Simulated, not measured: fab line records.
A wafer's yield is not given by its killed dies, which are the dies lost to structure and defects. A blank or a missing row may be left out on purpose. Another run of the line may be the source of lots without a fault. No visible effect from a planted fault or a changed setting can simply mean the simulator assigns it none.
fab line records ; flow nand_harc
[record] lots = 7; wafers = 21; last_day = 23
route steps=1159 shown P_CONTACT@234
lots that met no fault: from a run of the same line without faults
start_h: hours from the record's first day to the start of the lot's first wafer shown ; wait_h: hours from the lot's prior step to this one ; " the same as in the row above ; L1.1+2: a single row standing in for several wafers ; - no value present, or no start provided ; * or withheld: withheld ; < > ~ a bound
route shown NAME@n: a module of which the file shows steps, and the number in the route of the first ; usual: the fault-free wafers' mean and standard deviation ; same: alike in all rows ; chamber/n: place in a boat ; sites: the reading at each site ; _std_site: the standard deviation of these ; _edge_site: inner sites' mean taken away from outer sites' mean ; radius_mm: for every site, how far away it sits from the centre of the wafer ; mask NAME#n: copy n ; behind: the tool/chamber that last shaped the wafer ; hold: reason for holding the lot/hours on hold/outcome of the hold ; device: the n, p or np transistor that did not switch ; end of line: the same wafers' tests at the end of the route ; step lacking rows: just its recipe ; killed: not the wafer's yield, but the dies lost to structure and defects at the first sort ; map: the dies of a wafer, with x for killed, . for not killed, _ for no die there
set.NAME: the setting the step ran with; set.NAME@STEP: the setting that earlier step ran with ; model.NAME: the simulator's own value behind a step, which no gauge read
a table for each step, a row for each wafer; lots at some steps of the route
services: from which hour (start_h, from the record's first day; less than 0 if before it) a tool's chamber was out of use, for how many hours, and why
[[steps]]
[step NHARC_P_CONTACT_INSPECT_14]
[usual] raw_defect_count = 3.6/2
lot.wafer;tool;chamber;start_h;wait_h;raw_defect_count
L961.3;defect_inspect-02;-;140.90;0.0;5
L961.4;defect_inspect-02;-;140.90;0.0;3
L961.5;defect_inspect-02;-;140.90;0.0;9
L970.3;defect_inspect-02;-;184.67;0.0;1
L970.5;defect_inspect-02;-;184.67;0.0;7
L970.6;defect_inspect-02;-;184.67;0.0;7
L971.1;defect_inspect-02;-;184.86;0.0;1
L971.2;defect_inspect-02;-;184.86;0.0;4
L971.6;defect_inspect-02;-;184.86;0.0;3
L972.1;defect_inspect-01;-;203.87;0.0;3
L972.3;defect_inspect-01;-;203.87;0.0;4
L972.5;defect_inspect-01;-;203.87;0.0;5
L977.2;defect_inspect-02;-;230.25;0.1;4
L977.4;defect_inspect-02;-;230.25;0.1;4
L977.5;defect_inspect-02;-;230.25;0.1;2
L978.1;defect_inspect-02;-;236.38;0.0;5
L978.3;defect_inspect-02;-;236.38;0.0;2
L978.5;defect_inspect-02;-;236.38;0.0;1
L979.1;defect_inspect-02;-;241.22;0.0;3
L979.3;defect_inspect-02;-;241.22;0.0;3
L979.6;defect_inspect-02;-;241.22;0.0;2
[step NHARC_P_CONTACT_DESCUM_17]
[recipe] time_s = 3; o2_flow_sccm = 200; ar_flow_sccm = 0; bias_power_w = 0; chemistry = O2
[usual] drypump_motor_current_A = 6.0/0.38; oes_product_au = 1.001/0.009; rf_vpp_V = 57.6/0.95; showerhead_plenum_p_Torr = 1.88/0.078; throttle_valve_pct = 11.312/0.0079
lot.wafer;tool;chamber;start_h;wait_h;drypump_motor_current_A;oes_product_au;rf_hours_counter_h;rf_vpp_V;showerhead_plenum_p_Torr;throttle_valve_pct
L961.3;rie_diel-10;2;140.97;0.1;6.4;1.003;15;57.5;2.01;11.318
L961.4;rie_diel-10;3;140.97;0.1;5.8;1.007;12;56.0;1.88;11.305
L961.5;rie_diel-10;1;140.97;0.1;5.7;1.018;-;56.6;1.87;11.345
L970.3;rie_diel-12;1;184.74;0.1;5.9;0.988;49;58.7;1.83;11.298
L970.6;rie_diel-12;0;184.74;0.1;5.6;1.003;-;58.6;1.88;11.306
L970.5;rie_diel-12;1;184.74;0.1;5.9;0.994;-;58.5;1.83;11.325
L971.1;rie_diel-04;3;184.96;0.1;5.8;0.992;6;57.7;1.79;11.312
L971.2;rie_diel-04;1;184.96;0.1;6.7;0.994;6;58.5;1.92;11.312
L971.6;rie_diel-04;2;184.96;0.1;6.3;1.002;-;58.3;1.97;11.323
L972.3;rie_diel-04;2;203.94;0.1;6.3;1.007;8;59.4;1.97;11.301
L972.1;rie_diel-04;0;203.94;0.1;5.4;1.005;8;58.8;1.79;11.309
L972.5;rie_diel-04;1;203.94;0.1;6.6;0.988;-;58.3;1.92;11.304
L977.2;rie_diel-12;3;230.31;0.1;6.4;0.990;10;58.3;2.01;11.301
L977.5;rie_diel-12;3;230.31;0.1;6.5;0.995;-;58.7;2.00;11.337
L977.4;rie_diel-12;0;230.31;0.1;5.6;1.007;-;58.6;1.88;11.316
L978.3;rie_diel-04;3;236.44;0.1;5.8;0.989;12;58.2;1.79;11.297
L978.1;rie_diel-04;0;236.44;0.1;5.4;0.997;12;58.9;1.79;11.311
L978.5;rie_diel-04;3;236.44;0.1;5.8;1.001;-;57.3;1.79;11.312
L979.3;rie_diel-04;1;241.28;0.1;6.7;0.997;12;59.2;1.92;11.312
L979.1;rie_diel-04;3;241.28;0.1;5.8;1.002;12;57.0;1.79;11.308
L979.6;rie_diel-04;1;241.28;0.1;6.6;1.000;-;57.4;1.92;11.318
[step NHARC_P_CONTACT_ETCH_35]
[recipe] target_depth_a = 390; over_etch_frac = 0.3; time_s = 65; ion_energy_ev = 80; cf4_flow_sccm = 150; ar_flow_sccm = 0; rf_w = 300; bias_w = 100; chemistry = CF4
[usual] drypump_motor_current_A = 6.0/0.38; oes_product_au = 1.000/0.0077; rf_vpp_V = 150.9/1.2; showerhead_plenum_p_Torr = 1.74/0.068; throttle_valve_pct = 13.284/0.0093
lot.wafer;tool;chamber;start_h;wait_h;drypump_motor_current_A;oes_product_au;rf_hours_counter_h;rf_vpp_V;showerhead_plenum_p_Torr;throttle_valve_pct
L961.4;rie_diel-10;2;141.06;0.1;6.3;1.000;15;151.8;1.85;13.296
L961.3;rie_diel-10;3;141.06;0.1;5.8;1.004;12;152.2;1.74;13.285
L961.5;rie_diel-10;0;141.06;0.1;5.7;0.998;-;150.5;1.66;13.301
L970.3;rie_diel-12;3;184.82;0.1;6.5;0.988;51;152.1;1.85;13.291
L970.6;rie_diel-12;3;184.82;0.1;6.5;0.985;-;150.9;1.85;13.273
L970.5;rie_diel-12;0;184.82;0.1;5.7;1.001;-;148.6;1.74;13.279
L971.1;rie_diel-04;0;185.05;0.1;5.4;1.009;7;148.3;1.67;13.283
L971.2;rie_diel-04;1;185.05;0.1;6.6;0.989;6;151.2;1.78;13.294
L971.6;rie_diel-04;2;185.05;0.1;6.3;1.011;-;151.5;1.81;13.287
L972.3;rie_diel-04;1;204.02;0.1;6.7;0.992;8;150.9;1.78;13.280
L972.1;rie_diel-04;3;204.02;0.1;5.8;1.005;8;149.2;1.66;13.284
L972.5;rie_diel-04;2;204.02;0.1;6.3;1.002;-;150.3;1.81;13.295
L977.2;rie_diel-12;1;230.47;0.1;5.9;0.989;8;150.3;1.69;13.292
L977.5;rie_diel-12;3;230.47;0.1;6.5;0.987;-;154.0;1.85;13.269
L977.4;rie_diel-12;0;230.47;0.1;5.7;0.990;-;148.7;1.74;13.286
L978.3;rie_diel-04;1;236.54;0.1;6.6;0.989;11;151.4;1.78;13.281
L978.1;rie_diel-04;2;236.54;0.1;6.3;1.007;12;150.8;1.81;13.287
L978.5;rie_diel-04;0;236.54;0.1;5.4;0.999;-;148.7;1.67;13.273
L979.3;rie_diel-04;3;241.41;0.1;5.8;0.991;12;147.6;1.66;13.295
L979.1;rie_diel-04;1;241.41;0.1;6.7;0.984;12;151.6;1.78;13.282
L979.6;rie_diel-04;2;241.41;0.1;6.2;0.998;-;152.0;1.81;13.294
[step NHARC_P_CONTACT_ETCH_36]
[recipe] target_depth_a = 2600; over_etch_frac = 0.25; time_s = 406.25; ion_energy_ev = 200; n2_flow_sccm = 150; h2_flow_sccm = 150; ar_flow_sccm = 0; rf_w = 400; bias_w = 150; chemistry = N2/H2
[step NHARC_P_CONTACT_ETCH_18]
[recipe] target_depth_a = 4810; time_s = 240.5; c4f8_flow_sccm = 20; o2_flow_sccm = 10; ar_flow_sccm = withheld; rf_w = 600; bias_w = 1500; chemistry = C4F8/O2/Ar
[step NHARC_P_CONTACT_STRIP_37]
[recipe] c4f8_flow_sccm = withheld; o2_flow_sccm = 8; ar_flow_sccm = withheld; bias_w = 0; chemistry = C4F8/O2/Ar
[step NHARC_P_CONTACT_ETCH_31]
[recipe] target_depth_a = 300; time_s = 85.7; ion_energy_ev = 120; over_etch_frac = 1; ch3f_flow_sccm = 50; o2_flow_sccm = 30; ar_flow_sccm = 200; rf_w = 500; bias_w = 100; chemistry = CH3F/O2
[usual] drypump_motor_current_A = 6.0/0.38; oes_product_au = 0.981/0.013; rf_vpp_V = 243.9/1.5; showerhead_plenum_p_Torr = 2.42/0.1; throttle_valve_pct = 20.663/0.0088
lot.wafer;tool;chamber;start_h;wait_h;drypump_motor_current_A;oes_product_au;rf_hours_counter_h;rf_vpp_V;showerhead_plenum_p_Torr;throttle_valve_pct
L961.4;rie_diel-10;2;-;-;6.3;0.968;16;247.1;2.57;20.655
L961.3;rie_diel-10;3;-;-;5.8;0.985;12;243.3;2.42;20.653
L961.5;rie_diel-10;2;-;-;6.4;0.970;-;246.2;2.57;20.664
L970.3;rie_diel-12;3;-;-;6.5;0.969;51;246.7;2.58;20.654
L970.5;rie_diel-12;0;-;-;5.7;0.983;-;243.4;2.42;20.656
L970.6;rie_diel-12;1;-;-;5.9;0.968;-;242.9;2.35;20.662
L971.2;rie_diel-04;0;-;-;5.4;0.989;7;241.7;2.31;20.661
L971.1;rie_diel-04;1;-;-;6.7;0.987;7;245.2;2.47;20.661
L971.6;rie_diel-04;3;-;-;5.8;0.963;-;243.3;2.30;20.660
L972.1;rie_diel-04;1;-;-;6.6;0.977;8;246.1;2.47;20.684
L972.3;rie_diel-04;2;-;-;6.3;1.001;8;245.5;2.52;20.654
L972.5;rie_diel-04;1;-;-;6.6;0.976;-;244.4;2.47;20.665
L977.4;rie_diel-12;3;-;-;6.5;0.955;11;244.9;2.57;20.661
L977.2;rie_diel-12;0;-;-;5.6;0.982;10;243.3;2.42;20.657
L977.5;rie_diel-12;1;-;-;5.9;0.969;-;243.1;2.34;20.666
L978.3;rie_diel-04;2;-;-;6.2;0.998;12;245.4;2.52;20.659
L978.1;rie_diel-04;3;-;-;5.8;0.970;12;243.0;2.30;20.663
L978.5;rie_diel-04;3;-;-;5.8;0.968;-;241.8;2.30;20.656
L979.3;rie_diel-04;2;-;-;6.3;0.986;13;244.6;2.52;20.679
L979.1;rie_diel-04;3;-;-;5.8;0.980;12;243.0;2.30;20.669
L979.6;rie_diel-04;2;-;-;6.2;0.999;-;246.1;2.52;20.666
[step NHARC_P_CONTACT_CD_MEAS_19]
[usual] cd_nm = 89.4/2.1
lot.wafer;tool;chamber;start_h;wait_h;cd_nm
L961.3;cd_sem-01;-;141.86;-;89.6
L961.4;cd_sem-01;-;141.86;-;91.8
L961.5;cd_sem-01;-;141.86;-;87.8
L970.3;cd_sem-01;-;185.61;-;93.6
L970.5;cd_sem-01;-;185.61;-;90.2
L970.6;cd_sem-01;-;185.61;-;91.1
L971.1;cd_sem-03;-;185.83;-;86.4
L971.2;cd_sem-03;-;185.83;-;90.5
L971.6;cd_sem-03;-;185.83;-;89.3
L972.1;cd_sem-03;-;204.87;-;92.0
L972.3;cd_sem-03;-;204.87;-;91.1
L972.5;cd_sem-03;-;204.87;-;90.1
L977.2;cd_sem-02;-;231.36;-;87.1
L977.4;cd_sem-02;-;231.36;-;88.4
L977.5;cd_sem-02;-;231.36;-;89.8
L978.1;cd_sem-02;-;237.32;-;86.7
L978.3;cd_sem-02;-;237.32;-;89.2
L978.5;cd_sem-02;-;237.32;-;87.6
L979.1;cd_sem-02;-;242.23;-;87.5
L979.3;cd_sem-02;-;242.23;-;91.7
L979.6;cd_sem-02;-;242.23;-;85.6
[step NHARC_P_CONTACT_STRIP_28]
[recipe] o2_flow_sccm = 500; ar_flow_sccm = 0; bias_w = 0; chemistry = O2
[step NHARC_P_CONTACT_STRIP_29]
[recipe] time_s = 1200; temp_c = 72.5; chemistry = post_etch_residue_remover
[step NHARC_P_CONTACT_DEGAS_38]
[recipe] temp_c = 300; time_s = 60
[usual] heater_power_w = 473/34
lot.wafer;tool;chamber;start_h;wait_h;heater_power_w
L961.3;pvd_sputter-02;-;142.61;-;511
L961.4;pvd_sputter-02;-;142.61;-;479
L961.5;pvd_sputter-02;-;142.61;-;465
L970.3;pvd_sputter-03;-;186.31;-;452
L970.6;pvd_sputter-03;-;186.31;-;461
L970.5;pvd_sputter-03;-;186.31;-;444
L971.2;pvd_sputter-02;-;186.57;-;477
L971.1;pvd_sputter-02;-;186.57;-;507
L971.6;pvd_sputter-02;-;186.57;-;458
L972.1;pvd_sputter-01;-;205.58;-;451
L972.3;pvd_sputter-01;-;205.58;-;453
L972.5;pvd_sputter-01;-;205.58;-;446
L977.4;pvd_sputter-01;-;232.07;-;450
L977.2;pvd_sputter-01;-;232.07;-;461
L977.5;pvd_sputter-01;-;232.07;-;523
L978.1;pvd_sputter-03;-;238.03;-;539
L978.3;pvd_sputter-03;-;238.03;-;455
L978.5;pvd_sputter-03;-;238.03;-;516
L979.1;pvd_sputter-01;-;242.97;-;457
L979.3;pvd_sputter-01;-;242.97;-;441
L979.6;pvd_sputter-01;-;242.97;-;455
[step NHARC_P_CONTACT_PRE_CLEAN_39]
[recipe] time_s = 19.5; bias_v = 250; gas = Ar
[step NHARC_P_CONTACT_PVD_32]
[recipe] target_thk_a = 50; chamber_pressure_pa = 5; power_w = 5000; substrate_temp_c = 200; time_s = 17.7; material = Ti
[usual] cathode_dc_power_W = 5000.0/0.91; chamber_pressure_pa = 5.001/0.011; throttle_valve_pct = 30.5/0.99
lot.wafer;tool;chamber;start_h;wait_h;cathode_dc_power_W;chamber_pressure_pa;throttle_valve_pct
L961.4;pvd_sputter-02;-;142.72;-;5000.1;4.997;29.8
L961.3;pvd_sputter-02;-;142.72;-;5000.3;4.999;30.9
L961.5;pvd_sputter-02;-;142.72;-;5000.2;5.002;29.7
L970.3;pvd_sputter-03;-;186.47;-;5001.3;4.983;31.2
L970.6;pvd_sputter-03;-;186.47;-;5000.4;5.018;31.2
L970.5;pvd_sputter-03;-;186.47;-;5001.7;5.004;28.5
L971.2;pvd_sputter-02;-;186.70;-;4999.9;5.004;30.0
L971.1;pvd_sputter-02;-;186.70;-;5000.0;4.997;30.2
L971.6;pvd_sputter-02;-;186.70;-;4999.6;4.990;30.0
L972.1;pvd_sputter-01;-;205.72;-;5002.6;5.019;30.3
L972.3;pvd_sputter-01;-;205.72;-;4999.0;4.997;31.8
L972.5;pvd_sputter-01;-;205.72;-;5000.2;5.007;30.4
L977.2;pvd_sputter-01;-;232.20;-;-;-;-
L977.4;pvd_sputter-01;-;232.20;-;-;-;-
L977.5;pvd_sputter-01;-;232.20;-;-;-;-
L978.3;pvd_sputter-03;-;238.16;-;-;-;-
L978.1;pvd_sputter-03;-;238.16;-;-;-;-
L978.5;pvd_sputter-03;-;238.16;-;-;-;-
L979.1;pvd_sputter-01;-;243.09;-;-;-;-
L979.3;pvd_sputter-01;-;243.09;-;-;-;-
L979.6;pvd_sputter-01;-;243.09;-;-;-;-
[step NHARC_P_CONTACT_ALD_22]
[recipe] target_thk_a = 30; pulse_time_s = 1; ald_cycles = 150; temp_c = 450; material = TiN
[usual] heater_power_w = 1104/110; precursor_pulse_height_rel = 0.999/0.018
lot.wafer;tool;chamber;start_h;wait_h;heater_power_w;precursor_pulse_height_rel
L961.3;ald_metal-03;3;142.89;-;1108;1.006
L961.4;ald_metal-03;0;142.89;-;935;0.976
L961.5;ald_metal-03;1;142.89;-;1018;0.996
L970.3;ald_metal-01;2;186.56;-;1209;0.989
L970.5;ald_metal-01;2;186.56;-;1191;0.990
L970.6;ald_metal-01;3;186.56;-;1254;0.991
L971.2;ald_metal-03;1;186.80;-;1043;0.974
L971.1;ald_metal-03;3;186.80;-;1153;1.011
L971.6;ald_metal-03;2;186.80;-;993;0.988
L972.3;ald_metal-03;0;205.82;-;922;1.003
L972.1;ald_metal-03;2;205.82;-;1006;1.014
L972.5;ald_metal-03;1;205.82;-;1039;1.012
L977.2;ald_metal-03;2;232.32;-;1042;0.999
L977.4;ald_metal-03;1;232.32;-;1049;0.997
L977.5;ald_metal-03;2;232.32;-;1003;0.996
L978.3;ald_metal-02;1;238.28;-;1142;1.007
L978.1;ald_metal-02;0;238.28;-;1000;1.030
L978.5;ald_metal-02;2;238.28;-;1242;0.991
L979.1;ald_metal-02;1;243.23;-;1177;1.006
L979.3;ald_metal-02;2;243.23;-;1238;1.007
L979.6;ald_metal-02;1;243.23;-;1124;1.017
[[services]]
tool;chamber;start_h;hours;kind
rie_diel-04;0;120.90;-;clean
rie_diel-04;1;120.90;-;clean
rie_diel-04;2;120.90;-;clean
rie_diel-04;3;120.90;-;clean
rie_diel-12;1;121.41;6.1;repair
rie_diel-04;3;122.92;4.4;repair
rie_diel-12;3;128.51;3.0;repair
ald_metal-03;-;144.00;10.0;pm
pvd_sputter-03;-;144.05;0.7;repair
rie_diel-04;0;145.40;-;clean
rie_diel-04;1;145.40;-;clean
rie_diel-04;2;145.40;-;clean
rie_diel-04;3;145.40;-;clean
ald_metal-01;-;152.33;1.0;repair
pvd_sputter-01;-;158.00;10.0;pm
rie_diel-04;0;169.90;-;clean
rie_diel-04;1;169.90;-;clean
rie_diel-04;2;169.90;-;clean
rie_diel-10;-;176.50;9.0;pm
ald_metal-02;-;186.00;10.0;pm
rie_diel-12;-;202.45;9.0;pm
pvd_sputter-02;-;214.12;10.0;pm
rie_diel-12;2;227.10;3.9;repair
ald_metal-02;0;242.15;26.0;repair
[[key]]
[first_sign] step = NHARC_P_CONTACT_PVD_32; reading = tool_record; direction = missing
effect none on later readings
met_at NHARC_P_CONTACT_PVD_32
struck_wafers L977.2,L977.4,L977.5,L978.1,L978.3,L978.5,L979.1,L979.3,L979.6
sort_left_out L977.2,L977.4,L977.5,L978.1,L978.3,L978.5,L979.1,L979.3,L979.6
tester_left_out L977,L978,L979
onset_between 205.72 232.20
[fault] kind = skipped_step_whole; tool = pvd_sputter-01,pvd_sputter-03; chamber = -; onset_h = 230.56; steps = NHARC_P_CONTACT_PVD_32; scope = struck_lots_only
// tester_left_out: of these lots the tester's yield and bins aren't shown, on N5 and GAA mostly nor the transistor test; their killed dies are dies lost to structure and defects alone, not to doping, threshold or leakage, so they don't give the yield
// sort_left_out: the simulated sort isn't trusted on such a fault, so these wafers' sort isn't shown, and their yield isn't known
